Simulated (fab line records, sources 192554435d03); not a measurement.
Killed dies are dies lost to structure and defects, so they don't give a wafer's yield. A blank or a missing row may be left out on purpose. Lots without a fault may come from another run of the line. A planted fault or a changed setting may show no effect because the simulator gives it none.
Which tool did it? | flow n5_finfet | 24 lots, 72 wafers sampled, at 6 steps of a route of 1938

WHAT THE GAUGES READ, wafer by wafer
The record holds no reading of a measuring or inspecting step that can be judged against a usual standard deviation.

WHICH TOOL RAN EACH LOT (tool, then ch and the chambers of the sampled wafers, then the start)
lot  | N5_BEOL_M2_SPUTTER_79        | N5_BEOL_M2_ANNEAL_80         | N5_BEOL_M2_ANNEAL_82         | N5_BEOL_M2_ANNEAL_89         | N5_BEOL_M2_ANNEAL_91         | N5_BEOL_M2_CMP_52
L074 | pvd_sputter-01, day 7 13:12  | pvd_sputter-01, day 7 13:17  | pvd_sputter-01, day 7 13:30  | pvd_sputter-01, day 7 13:56  | pvd_sputter-01, day 7 14:10  | cmp-01 ch 0,2,3, day 7 15:15
L075 | pvd_sputter-03, day 7 16:21  | pvd_sputter-03, day 7 16:26  | pvd_sputter-03, day 7 16:39  | pvd_sputter-03, day 7 17:05  | pvd_sputter-03, day 7 17:19  | cmp-01 ch 0,2,3, day 7 18:28
L077 | pvd_sputter-01, day 7 19:11  | pvd_sputter-01, day 7 19:16  | pvd_sputter-01, day 7 19:29  | pvd_sputter-01, day 7 19:55  | pvd_sputter-01, day 7 20:08  | cmp-04 ch 0,1,2, day 7 21:46
L076 | pvd_sputter-03, day 7 22:05  | pvd_sputter-03, day 7 22:10  | pvd_sputter-03, day 7 22:23  | pvd_sputter-03, day 7 22:50  | pvd_sputter-03, day 7 23:03  | cmp-04 ch 1,2,3, day 8 00:08
L078 | pvd_sputter-03, day 8 02:06  | pvd_sputter-03, day 8 02:11  | pvd_sputter-03, day 8 02:24  | pvd_sputter-03, day 8 02:50  | pvd_sputter-03, day 8 03:04  | cmp-01 ch 1,3, day 8 04:10
L079 | pvd_sputter-03, day 8 03:56  | pvd_sputter-03, day 8 04:01  | pvd_sputter-03, day 8 04:14  | pvd_sputter-03, day 8 04:41  | pvd_sputter-03, day 8 04:54  | cmp-02 ch 0,1,3, day 8 05:59
L080 | pvd_sputter-02, day 8 07:16  | pvd_sputter-02, day 8 07:21  | pvd_sputter-02, day 8 07:34  | pvd_sputter-02, day 8 08:01  | pvd_sputter-02, day 8 08:14  | cmp-02 ch 0,3, day 8 09:19
L081 | pvd_sputter-03, day 8 18:53  | pvd_sputter-03, day 8 18:58  | pvd_sputter-03, day 8 19:11  | pvd_sputter-03, day 8 19:37  | pvd_sputter-03, day 8 19:50  | cmp-04 ch 0,1, day 8 20:55
L083 | pvd_sputter-01, day 9 02:53  | pvd_sputter-01, day 9 02:58  | pvd_sputter-01, day 9 03:11  | pvd_sputter-01, day 9 03:37  | pvd_sputter-01, day 9 03:50  | cmp-01 ch 0,1,3, day 9 05:15
L082 | pvd_sputter-02, day 9 07:24  | pvd_sputter-02, day 9 07:29  | pvd_sputter-02, day 9 07:42  | pvd_sputter-02, day 9 08:08  | pvd_sputter-02, day 9 08:22  | cmp-01 ch 1,2,3, day 9 09:35
L084 | pvd_sputter-01, day 10 07:57 | pvd_sputter-01, day 10 08:02 | pvd_sputter-01, day 10 08:15 | pvd_sputter-01, day 10 08:41 | pvd_sputter-01, day 10 08:55 | cmp-01 ch 1,2, day 10 09:59
L085 | pvd_sputter-01, day 10 10:59 | pvd_sputter-01, day 10 11:04 | pvd_sputter-01, day 10 11:17 | pvd_sputter-01, day 10 11:44 | pvd_sputter-01, day 10 11:57 | cmp-04 ch 0,1,2, day 10 13:42
L086 | pvd_sputter-02, day 10 12:42 | pvd_sputter-02, day 10 12:47 | pvd_sputter-02, day 10 13:00 | pvd_sputter-02, day 10 13:26 | pvd_sputter-02, day 10 13:40 | cmp-02 ch 0,2,3, day 10 14:44
L087 | pvd_sputter-01, day 10 17:53 | pvd_sputter-01, day 10 17:58 | pvd_sputter-01, day 10 18:11 | pvd_sputter-01, day 10 18:37 | pvd_sputter-01, day 10 18:50 | cmp-01 ch 0,2, day 10 19:57
L089 | pvd_sputter-02, day 10 21:16 | pvd_sputter-02, day 10 21:21 | pvd_sputter-02, day 10 21:34 | pvd_sputter-02, day 10 22:01 | pvd_sputter-02, day 10 22:14 | cmp-02 ch 0,1,3, day 10 23:28
L088 | pvd_sputter-01, day 11 00:30 | pvd_sputter-01, day 11 00:35 | pvd_sputter-01, day 11 00:48 | pvd_sputter-01, day 11 01:14 | pvd_sputter-01, day 11 01:28 | cmp-04 ch 0,1, day 11 02:32
L090 | pvd_sputter-02, day 11 00:45 | pvd_sputter-02, day 11 00:50 | pvd_sputter-02, day 11 01:03 | pvd_sputter-02, day 11 01:29 | pvd_sputter-02, day 11 01:43 | cmp-02 ch 0,2,3, day 11 02:47
L092 | pvd_sputter-03, day 11 14:28 | pvd_sputter-03, day 11 14:32 | pvd_sputter-03, day 11 14:46 | pvd_sputter-03, day 11 15:12 | pvd_sputter-03, day 11 15:25 | cmp-01 ch 1,2,3, day 11 16:31
L091 | pvd_sputter-03, day 11 17:56 | pvd_sputter-03, day 11 18:01 | pvd_sputter-03, day 11 18:14 | pvd_sputter-03, day 11 18:41 | pvd_sputter-03, day 11 18:54 | cmp-01 ch 0,2, day 11 20:10
L093 | pvd_sputter-03, day 11 19:55 | pvd_sputter-03, day 11 20:00 | pvd_sputter-03, day 11 20:13 | pvd_sputter-03, day 11 20:40 | pvd_sputter-03, day 11 20:53 | cmp-01 ch 1,2,3, day 11 21:57
L094 | pvd_sputter-03, day 12 00:13 | pvd_sputter-03, day 12 00:18 | pvd_sputter-03, day 12 00:31 | pvd_sputter-03, day 12 00:58 | pvd_sputter-03, day 12 01:11 | cmp-02 ch 0,1,3, day 12 02:17
L095 | pvd_sputter-02, day 12 07:28 | pvd_sputter-02, day 12 07:32 | pvd_sputter-02, day 12 07:46 | pvd_sputter-02, day 12 08:12 | pvd_sputter-02, day 12 08:25 | cmp-01 ch 0,1, day 12 09:29
L096 | pvd_sputter-02, day 12 16:26 | pvd_sputter-02, day 12 16:31 | pvd_sputter-02, day 12 16:44 | pvd_sputter-02, day 12 17:11 | pvd_sputter-02, day 12 17:24 | cmp-04 ch 0,2, day 12 18:31
L097 | pvd_sputter-02, day 13 12:43 | pvd_sputter-02, day 13 12:48 | pvd_sputter-02, day 13 13:01 | pvd_sputter-02, day 13 13:28 | pvd_sputter-02, day 13 13:41 | cmp-01 ch 0,1,3, day 13 15:02
- N5_BEOL_M2_SPUTTER_79: material Cu, target thk 4.5 nm, time 8.29 s.
- N5_BEOL_M2_ANNEAL_80: time 240 s.
- N5_BEOL_M2_ANNEAL_82: time 240 s.
- N5_BEOL_M2_ANNEAL_89: time 240 s.
- N5_BEOL_M2_ANNEAL_91: time 240 s.
- N5_BEOL_M2_CMP_52: polishes, stops on SiOC, t overpolish 6.8 s, target thk 40 nm.

WHAT THE TOOLS THEMSELVES READ (means of the sampled wafers that have a number; where no wafer has one, the mark that the record gives instead)
N5_BEOL_M2_SPUTTER_79.
lot  | tool           | throttle_valve_pct (%)
L074 | pvd_sputter-01 | 29.7
L075 | pvd_sputter-03 | 29.9
L077 | pvd_sputter-01 | 29.7
L076 | pvd_sputter-03 | 30.0
L078 | pvd_sputter-03 | 30.1
L079 | pvd_sputter-03 | 30.4
L080 | pvd_sputter-02 | 30.5
L081 | pvd_sputter-03 | 30.5
L083 | pvd_sputter-01 | 30.4
L082 | pvd_sputter-02 | 31.0
L084 | pvd_sputter-01 | 31.2
L085 | pvd_sputter-01 | 30.4
L086 | pvd_sputter-02 | 29.0
L087 | pvd_sputter-01 | 29.7
L089 | pvd_sputter-02 | 29.6
L088 | pvd_sputter-01 | 30.3
L090 | pvd_sputter-02 | 29.5
L092 | pvd_sputter-03 | 30.1
L091 | pvd_sputter-03 | 29.7
L093 | pvd_sputter-03 | 31.0
L094 | pvd_sputter-03 | 29.9
L095 | pvd_sputter-02 | 30.3
L096 | pvd_sputter-02 | 29.2
L097 | pvd_sputter-02 | 29.2

N5_BEOL_M2_ANNEAL_80.
lot  | tool           | heater_power_w (W)
L074 | pvd_sputter-01 | 838
L075 | pvd_sputter-03 | 859
L077 | pvd_sputter-01 | 828
L076 | pvd_sputter-03 | 874
L078 | pvd_sputter-03 | 869
L079 | pvd_sputter-03 | 852
L080 | pvd_sputter-02 | 803
L081 | pvd_sputter-03 | 826
L083 | pvd_sputter-01 | 872
L082 | pvd_sputter-02 | 853
L084 | pvd_sputter-01 | 794
L085 | pvd_sputter-01 | 761
L086 | pvd_sputter-02 | 773
L087 | pvd_sputter-01 | 842
L089 | pvd_sputter-02 | 792
L088 | pvd_sputter-01 | 872
L090 | pvd_sputter-02 | 768
L092 | pvd_sputter-03 | 877
L091 | pvd_sputter-03 | 881
L093 | pvd_sputter-03 | 875
L094 | pvd_sputter-03 | 845
L095 | pvd_sputter-02 | 745
L096 | pvd_sputter-02 | 744
L097 | pvd_sputter-02 | 743

N5_BEOL_M2_ANNEAL_82.
lot  | tool           | heater_power_w (W)
L074 | pvd_sputter-01 | 832
L075 | pvd_sputter-03 | 870
L077 | pvd_sputter-01 | 826
L076 | pvd_sputter-03 | 882
L078 | pvd_sputter-03 | 876
L079 | pvd_sputter-03 | 853
L080 | pvd_sputter-02 | 808
L081 | pvd_sputter-03 | 831
L083 | pvd_sputter-01 | 887
L082 | pvd_sputter-02 | 853
L084 | pvd_sputter-01 | 804
L085 | pvd_sputter-01 | 767
L086 | pvd_sputter-02 | 779
L087 | pvd_sputter-01 | 830
L089 | pvd_sputter-02 | 809
L088 | pvd_sputter-01 | 851
L090 | pvd_sputter-02 | 752
L092 | pvd_sputter-03 | 874
L091 | pvd_sputter-03 | 885
L093 | pvd_sputter-03 | 853
L094 | pvd_sputter-03 | 845
L095 | pvd_sputter-02 | 747
L096 | pvd_sputter-02 | 738
L097 | pvd_sputter-02 | 745

N5_BEOL_M2_ANNEAL_89.
lot  | tool           | heater_power_w (W)
L074 | pvd_sputter-01 | 836
L075 | pvd_sputter-03 | 864
L077 | pvd_sputter-01 | 827
L076 | pvd_sputter-03 | 873
L078 | pvd_sputter-03 | 869
L079 | pvd_sputter-03 | 852
L080 | pvd_sputter-02 | 801
L081 | pvd_sputter-03 | 817
L083 | pvd_sputter-01 | 879
L082 | pvd_sputter-02 | 871
L084 | pvd_sputter-01 | 779
L085 | pvd_sputter-01 | 764
L086 | pvd_sputter-02 | 767
L087 | pvd_sputter-01 | 844
L089 | pvd_sputter-02 | 809
L088 | pvd_sputter-01 | 873
L090 | pvd_sputter-02 | 761
L092 | pvd_sputter-03 | 871
L091 | pvd_sputter-03 | 896
L093 | pvd_sputter-03 | 856
L094 | pvd_sputter-03 | 849
L095 | pvd_sputter-02 | 747
L096 | pvd_sputter-02 | 749
L097 | pvd_sputter-02 | 733

N5_BEOL_M2_ANNEAL_91.
lot  | tool           | heater_power_w (W)
L074 | pvd_sputter-01 | 827
L075 | pvd_sputter-03 | 878
L077 | pvd_sputter-01 | 838
L076 | pvd_sputter-03 | 872
L078 | pvd_sputter-03 | 863
L079 | pvd_sputter-03 | 849
L080 | pvd_sputter-02 | 803
L081 | pvd_sputter-03 | 819
L083 | pvd_sputter-01 | 862
L082 | pvd_sputter-02 | 851
L084 | pvd_sputter-01 | 782
L085 | pvd_sputter-01 | 772
L086 | pvd_sputter-02 | 783
L087 | pvd_sputter-01 | 847
L089 | pvd_sputter-02 | 811
L088 | pvd_sputter-01 | 860
L090 | pvd_sputter-02 | 751
L092 | pvd_sputter-03 | 854
L091 | pvd_sputter-03 | 879
L093 | pvd_sputter-03 | 858
L094 | pvd_sputter-03 | 836
L095 | pvd_sputter-02 | 741
L096 | pvd_sputter-02 | 746
L097 | pvd_sputter-02 | 760

N5_BEOL_M2_CMP_52.
lot  | tool   | barrier_field_endpoint_s (s) | clearing_platen_down_force_psi (psi) | motor_current_A (A) | overpolish_run_s (s) | platen_rpm (rpm) | time_to_endpoint_s (s)
L074 | cmp-01 | 24.7                         | 1.4998                               | 5.9                 | 6.791                | 50.02            | 65.3
L075 | cmp-01 | 25.4                         | 1.5003                               | 5.9                 | 6.795                | 50.01            | 65.5
L077 | cmp-04 | 24.6                         | 1.5003                               | 6.1                 | 6.806                | 50.01            | 61.3
L076 | cmp-04 | 24.0                         | 1.4983                               | 6.0                 | 6.794                | 50.00            | 59.0
L078 | cmp-01 | 25.0                         | 1.5010                               | 6.2                 | 6.796                | 50.02            | 64.9
L079 | cmp-02 | 24.0                         | 1.4997                               | 5.7                 | 6.810                | 50.01            | 61.7
L080 | cmp-02 | 23.9                         | 1.5032                               | 5.4                 | 6.790                | 49.98            | 58.5
L081 | cmp-04 | 24.4                         | 1.4988                               | 5.9                 | 6.797                | 49.97            | 62.8
L083 | cmp-01 | 24.8                         | 1.4979                               | 6.4                 | 6.805                | 49.96            | 65.9
L082 | cmp-01 | 24.9                         | 1.4999                               | 6.2                 | 6.803                | 49.99            | 63.2
L084 | cmp-01 | 24.5                         | 1.5024                               | 5.6                 | 6.800                | 50.01            | 62.3
L085 | cmp-04 | 24.9                         | 1.4991                               | 6.1                 | 6.799                | 50.03            | 60.6
L086 | cmp-02 | 24.3                         | 1.5018                               | 5.4                 | 6.797                | 50.01            | 60.0
L087 | cmp-01 | 24.0                         | 1.5001                               | 5.7                 | 6.806                | 50.00            | 58.9
L089 | cmp-02 | 24.0                         | 1.5000                               | 5.6                 | 6.805                | 50.06            | 58.6
L088 | cmp-04 | 24.3                         | 1.5027                               | 5.6                 | 6.809                | 50.00            | 57.3
L090 | cmp-02 | 24.1                         | 1.4999                               | 5.4                 | 6.795                | 50.00            | 62.8
L092 | cmp-01 | 24.1                         | 1.4981                               | 6.0                 | 6.798                | 49.98            | 60.4
L091 | cmp-01 | 24.5                         | 1.5022                               | 5.8                 | 6.801                | 49.99            | 63.2
L093 | cmp-01 | 24.5                         | 1.4995                               | 6.0                 | 6.792                | 49.99            | 62.2
L094 | cmp-02 | 24.3                         | 1.4996                               | 5.7                 | 6.799                | 49.99            | 62.6
L095 | cmp-01 | 24.7                         | 1.5008                               | 6.1                 | 6.797                | 49.99            | 65.1
L096 | cmp-04 | 24.2                         | 1.5015                               | 6.1                 | 6.801                | 49.99            | 62.1
L097 | cmp-01 | 24.9                         | 1.5016                               | 6.0                 | 6.803                | 49.98            | 62.1

THE ANSWER, worked out from the rows above alone
Rule: what is usual is taken from the lots themselves. Put in order of their means at a reading, lots are off if they are a third of the lots or fewer, leave a main group of 4 or more, and stand apart from it by a gap of 3 or more times the standard deviation of the main group's means; of several such gaps the widest counts. A main group whose means are all the same, to the digits that the tables above print for the reading, isn't used. A lot without any number at a reading at which 4 lots or more have one is off too. The other lots that the step has rows for count as sound. The gauges are gone through in route order, then the tools' own readings, and for those a lot's mean is taken as printed above. The first step at which some lot is off is used, and at that step the reading that is off furthest; a lot without a number counts as furthest.
No lot is off at any reading shown: from this, nothing can be told.

WHAT THE SIMULATOR HAD PUT IN
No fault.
